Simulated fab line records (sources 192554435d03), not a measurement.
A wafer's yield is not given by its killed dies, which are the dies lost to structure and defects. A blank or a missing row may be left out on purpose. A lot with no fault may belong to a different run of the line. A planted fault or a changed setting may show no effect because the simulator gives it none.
Which tool did it? -- flow n5-finfet -- 72 wafers from 24 lots sampled at 5 of the route's 1938 steps

WHAT THE GAUGES SHOWED, per wafer
N5_BEOL_M5_INSPECT_58: inspects for defects (darkfield).
lot,measured,on,raw-defect-count
L074,day 8 13:08,defect-inspect-01,91 75 80
L075,day 9 04:35,defect-inspect-01,82 83 81
L077,day 9 07:48,defect-inspect-02,117 55 40
L076,day 9 12:11,defect-inspect-02,109 99 91
L078,day 9 13:32,defect-inspect-02,47 33 84
L079,day 9 22:02,defect-inspect-01,54 66 58
L080,day 10 00:19,defect-inspect-02,48 47 31
L082,day 10 11:58,defect-inspect-02,35 57 43
L081,day 10 12:56,defect-inspect-02,78 67 37
L084,day 10 22:53,defect-inspect-02,32 89 44
L083,day 11 05:50,defect-inspect-02,58 100 58
L085,day 11 14:20,defect-inspect-02,73 70 62
L087,day 12 03:22,defect-inspect-01,59 61 80
L088,day 12 07:56,defect-inspect-02,39 75 58
L086,day 12 10:37,defect-inspect-02,43 58 58
L089,day 12 15:53,defect-inspect-02,104 73 90
L092,day 12 20:51,defect-inspect-01,97 96 67
L090,day 12 21:07,defect-inspect-01,78 126 93
L091,day 13 01:28,defect-inspect-01,62 42 50
L093,day 13 14:10,defect-inspect-01,92 65 45
L094,day 14 05:30,defect-inspect-01,69 82 58
L095,day 14 08:31,defect-inspect-01,74 77 67
L096,day 14 09:20,defect-inspect-02,137 35 68
L097,day 14 13:09,defect-inspect-01,92 70 75

N5_BEOL_M7_CD_MEAS_11 targets a cd of 38.5 nm.
lot,measured,on,cd-nm (nm)
L074,day 8 22:36,cd-sem-02,38.4 39.1 39.3
L075,day 9 15:58,cd-sem-02,38.5 38.3 38.6
L077,day 9 18:22,cd-sem-02,38.7 38.3 38.0
L076,day 9 20:44,cd-sem-02,39.5 39.2 38.6
L078,day 9 21:02,cd-sem-03,38.5 38.3 39.1
L079,day 10 11:28,cd-sem-03,38.9 39.1 38.4
L080,day 10 11:30,cd-sem-01,38.3 38.6 38.7
L082,day 10 23:19,cd-sem-02,38.1 38.7 38.0
L081,day 10 22:16,cd-sem-01,37.6 38.4 38.7
L084,day 11 08:27,cd-sem-03,39.0 38.9 38.7
L083,day 11 16:05,cd-sem-01,39.7 38.8 39.6
L085,day 12 03:25,cd-sem-01,38.7 38.6 38.6
L087,day 12 20:22,cd-sem-02,37.3 38.1 37.6
L088,day 12 19:02,cd-sem-02,38.3 38.2 38.1
L086,day 12 20:12,cd-sem-01,38.2 38.0 38.2
L089,day 13 01:31,cd-sem-01,37.9 39.3 38.6
L092,day 13 08:02,cd-sem-03,39.7 39.4 39.7
L090,day 13 07:52,cd-sem-03,39.2 39.0 39.1
L091,day 13 13:20,cd-sem-02,39.4 38.8 38.5
L093,day 14 02:22,cd-sem-02,39.8 39.7 39.9
L094,day 14 18:10,cd-sem-01,39.2 39.5 38.6
L095,day 14 17:48,cd-sem-03,38.6 38.5 38.3
L096,day 14 21:04,cd-sem-01,39.0 38.3 39.1
L097,day 14 21:14,cd-sem-02,39.0 38.6 38.9

WHICH TOOL RAN EACH LOT (tool, then ch and the chambers of the sampled wafers, then the start)
lot,N5_BEOL_M5_CO_CAP_78,N5_BEOL_M6_DESCUM_16,N5_BEOL_M6_DEP_56
L074,"cvd-co-01 ch 0,2, day 8 12:55","rie-diel-02 ch 1,2, day 8 14:44","pecvd-03 ch 0,1, day 8 20:35"
L075,"cvd-co-01 ch 0, day 9 04:20","rie-diel-01 ch 0,2,3, day 9 07:29","pecvd-03 ch 0,1,2, day 9 13:29"
L077,"cvd-co-01 ch 0,2, day 9 07:34","rie-diel-02 ch 1,2,3, day 9 12:02","pecvd-02 ch 0,1,2, day 9 17:10"
L076,"cvd-co-02 ch 0,2, day 9 11:57","rie-diel-02 ch 2,3, day 9 13:58","pecvd-03 ch 0,1,2, day 9 18:38"
L078,"cvd-co-02 ch 0,2, day 9 13:17","rie-diel-06 ch 0,2, day 9 15:52","pecvd-03 ch 0,2, day 9 19:16"
L079,"cvd-co-02 ch 0,1,2, day 9 21:49","rie-diel-06 ch 1,2, day 10 01:30","pecvd-02 ch 1,2, day 10 06:34"
L080,"cvd-co-01 ch 0,1,2, day 10 00:09","rie-diel-02 ch 0,1,2, day 10 02:07","pecvd-03 ch 1,2, day 10 07:26"
L082,"cvd-co-02 ch 0,2, day 10 11:44","rie-diel-06 ch 0,2,3, day 10 14:19","pecvd-02 ch 0,1,2, day 10 21:43"
L081,"cvd-co-02 ch 0,1,2, day 10 12:42","rie-diel-01 ch 1,2,3, day 10 14:32","pecvd-02 ch 0,2, day 10 19:47"
L084,"cvd-co-02 ch 0,1, day 10 22:41","rie-diel-06 ch 0,2,3, day 11 02:12","pecvd-04 ch 0,1, day 11 06:05"
L083,"cvd-co-01 ch 1,2, day 11 05:38","rie-diel-06 ch 2,3, day 11 08:27","pecvd-04 ch 1,2, day 11 14:25"
L085,"cvd-co-01 ch 0,1,2, day 11 14:08","rie-diel-06 ch 0,1,3, day 11 16:08","pecvd-02 ch 0,1,2, day 11 22:06"
L087,"cvd-co-01 ch 1,2, day 12 03:09","rie-diel-01 ch 0,3, day 12 08:14","pecvd-03 ch 0,2, day 12 18:33"
L088,"cvd-co-01 ch 0,1,2, day 12 07:43","rie-diel-01 ch 1,2,3, day 12 09:52","pecvd-04 ch 0,1, day 12 16:32"
L086,"cvd-co-02 ch 0,1,2, day 12 10:24","rie-diel-02 ch 0,2, day 12 12:07","pecvd-03 ch 0,1,2, day 12 18:22"
L089,"cvd-co-02 ch 0,1, day 12 15:40","rie-diel-06 ch 1,2,3, day 12 18:41","pecvd-04 ch 1,2, day 13 00:10"
L092,"cvd-co-02 ch 0,2, day 12 20:38","rie-diel-06 ch 2,3, day 12 23:30","pecvd-04 ch 0,2, day 13 05:28"
L090,"cvd-co-02 ch 0,2, day 12 20:54","rie-diel-06 ch 0,2,3, day 12 23:45","pecvd-02 ch 0,2, day 13 05:06"
L091,"cvd-co-02 ch 0,1, day 13 01:14","rie-diel-01 ch 0,2,3, day 13 04:47","pecvd-03 ch 0,2, day 13 11:27"
L093,"cvd-co-02 ch 0,1, day 13 13:58","rie-diel-06 ch 0,1,2, day 13 16:38","pecvd-02 ch 0,1,2, day 13 23:03"
L094,"cvd-co-01 ch 0,1,2, day 14 05:17","rie-diel-02 ch 0,1,2, day 14 08:27","pecvd-02 ch 0,2, day 14 16:33"
L095,"cvd-co-02 ch 0,1,2, day 14 08:18","rie-diel-01 ch 0,1, day 14 10:44","pecvd-04 ch 0,2, day 14 15:17"
L096,"cvd-co-02 ch 0,1, day 14 09:06","rie-diel-02 ch 1,2,3, day 14 12:49","pecvd-02 ch 0,1, day 14 17:59"
L097,"cvd-co-02 ch 1,2, day 14 12:56","rie-diel-02 ch 0,1, day 14 15:16","pecvd-03 ch 0,1,2, day 14 19:07"
- N5_BEOL_M5_CO_CAP_78: material Co, precursor CCTBA/H2, target thk 2 nm, time 102.1 s.
- N5_BEOL_M6_DESCUM_16: chemistry O2, time 7.9 s.
- N5_BEOL_M6_DEP_56: deposits SiCN from 3MS/NH3, target thk 10 nm, time 17.5 s.

WHAT THE TOOLS THEMSELVES READ (means of the sampled wafers that have a number; where no wafer has one, the mark that the record gives instead)
N5_BEOL_M5_CO_CAP_78.
lot,tool,heater-power-w (W)
L074,cvd-co-01,237
L075,cvd-co-01,249
L077,cvd-co-01,241
L076,cvd-co-02,226
L078,cvd-co-02,229
L079,cvd-co-02,218
L080,cvd-co-01,237
L082,cvd-co-02,227
L081,cvd-co-02,216
L084,cvd-co-02,216
L083,cvd-co-01,236
L085,cvd-co-01,239
L087,cvd-co-01,233
L088,cvd-co-01,235
L086,cvd-co-02,216
L089,cvd-co-02,210
L092,cvd-co-02,235
L090,cvd-co-02,227
L091,cvd-co-02,212
L093,cvd-co-02,205
L094,cvd-co-01,237
L095,cvd-co-02,218
L096,cvd-co-02,215
L097,cvd-co-02,214

N5_BEOL_M6_DESCUM_16.
lot,tool,drypump-motor-current-A (A),oes-product-au (a.u.),rf-vpp-V (V),showerhead-plenum-p-Torr (Torr),throttle-valve-pct (%)
L074,rie-diel-02,5.7,0.78,244.7,2.15,20.55
L075,rie-diel-01,5.7,0.80,245.3,2.21,20.56
L077,rie-diel-02,5.7,0.82,243.7,2.15,20.36
L076,rie-diel-02,6.0,0.87,244.3,2.14,20.13
L078,rie-diel-06,6.0,0.87,241.5,2.04,20.50
L079,rie-diel-06,6.2,0.89,242.2,2.11,20.56
L080,rie-diel-02,5.9,0.81,244.2,2.14,20.39
L082,rie-diel-06,5.8,0.79,242.4,2.04,20.55
L081,rie-diel-01,5.8,0.82,244.0,2.15,20.56
L084,rie-diel-06,5.8,0.79,242.8,2.04,20.56
L083,rie-diel-06,5.6,0.79,242.9,2.04,20.44
L085,rie-diel-06,6.0,0.80,241.9,2.08,20.71
L087,rie-diel-01,5.8,0.83,245.1,2.22,20.52
L088,rie-diel-01,5.8,0.92,244.0,2.15,20.46
L086,rie-diel-02,6.1,0.83,243.8,2.12,20.18
L089,rie-diel-06,5.8,0.79,242.5,2.07,20.60
L092,rie-diel-06,5.6,0.78,241.7,2.03,20.46
L090,rie-diel-06,5.8,0.77,241.1,2.04,20.59
L091,rie-diel-01,5.7,0.87,244.3,2.20,20.50
L093,rie-diel-06,6.1,0.84,242.2,2.07,20.58
L094,rie-diel-02,5.9,0.87,243.9,2.12,20.34
L095,rie-diel-01,6.0,0.82,244.3,2.16,20.43
L096,rie-diel-02,5.7,0.87,244.0,2.13,20.33
L097,rie-diel-02,5.8,0.86,243.5,2.12,20.39

N5_BEOL_M6_DEP_56.
lot,tool,showerhead-plenum-p-Torr (Torr),throttle-valve-pct (%)
L074,pecvd-03,3.660,8.8
L075,pecvd-03,3.663,8.9
L077,pecvd-02,3.663,8.8
L076,pecvd-03,3.659,9.0
L078,pecvd-03,3.658,9.1
L079,pecvd-02,3.669,8.7
L080,pecvd-03,3.666,8.7
L082,pecvd-02,3.662,9.0
L081,pecvd-02,3.660,8.9
L084,pecvd-04,3.662,9.1
L083,pecvd-04,3.659,8.7
L085,pecvd-02,3.666,9.0
L087,pecvd-03,3.662,8.6
L088,pecvd-04,3.662,9.1
L086,pecvd-03,3.658,9.0
L089,pecvd-04,3.661,8.9
L092,pecvd-04,3.653,9.1
L090,pecvd-02,3.668,8.9
L091,pecvd-03,3.657,9.3
L093,pecvd-02,3.660,9.1
L094,pecvd-02,3.668,8.6
L095,pecvd-04,3.661,8.8
L096,pecvd-02,3.659,9.2
L097,pecvd-03,3.659,9.0

THE ANSWER, worked out from the rows above alone
Rule: the lots themselves supply what counts as usual. Put in order of their means at a reading, lots are off if they are a third of the lots or fewer, leave a main group of 4 or more, and stand apart from it by a gap of 3 or more times the standard deviation of the main group's means; of several such gaps the widest counts. If all means in a main group match to the digits the tables above print for the reading, that group is not used. Also off: a lot with no number at a reading for which 4 or more lots have one. Any other lot the step has rows for is counted as sound. After the gauges, taken in route order, come the tools' own readings; for these a lot's mean is taken, as printed above. At the first step where some lot is off, the reading lying furthest off is the one used; lots without a number count as furthest.
No lot is off on any of the readings shown, so nothing can be concluded from this.

WHAT THE SIMULATOR HAD PUT IN
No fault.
